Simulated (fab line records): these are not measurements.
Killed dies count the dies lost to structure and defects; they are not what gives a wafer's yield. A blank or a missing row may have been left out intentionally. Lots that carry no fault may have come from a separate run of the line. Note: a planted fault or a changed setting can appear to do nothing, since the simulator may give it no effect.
Chamber matching	flow nand harc	NHARC_THIN_TSV_DEP_47 on pecvd-01 has 3 sister chambers
The step deposits SiO2, target thk 200 nm. 3 wafers are shown with their chamber, then 7 later ones without.

== EACH WAFER AND ITS CHAMBER ==
wafer	chamber	throttle valve pct (%)
L968.3	0	15.0
L973.5	1	15.7
L974.1	2	16.3

== WAFERS WHOSE CHAMBER IS MISSING ==
wafer	throttle valve pct (%)
L974.4	16.2
L974.6	15.7
L983.2	15.6
L983.5	15.0
L982.1	15.6
L982.3	15.2
L982.4	15.4

== EACH ONE'S CHAMBER ==
wafer	from the rows above	in truth
L974.4	2	2
L974.6	1	1
L983.2	1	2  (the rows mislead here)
L983.5	0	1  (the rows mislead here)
L982.1	1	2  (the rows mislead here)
L982.3	can't be placed: 0 or 1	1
L982.4	can't be placed: 1 or 0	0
Correctly placed: 2 of 7. Not placeable from these rows: 2 (in 2, the candidates include the true chamber). Wrongly placed: 3.
How it was worked out, from the rows above alone: a wafer's distance from a chamber is the root of the sum, over the readings, of the square of ((its reading less the chamber's mean) divided by the reading's scatter). The wafer belongs to the nearest chamber; if the next one is less than 2 further off, it can't be placed. The mean given for a chamber averages the wafers shown for that chamber. The scatter: root of mean squared gap, hidden wafer to nearest shown wafer, with one shown wafer a chamber.
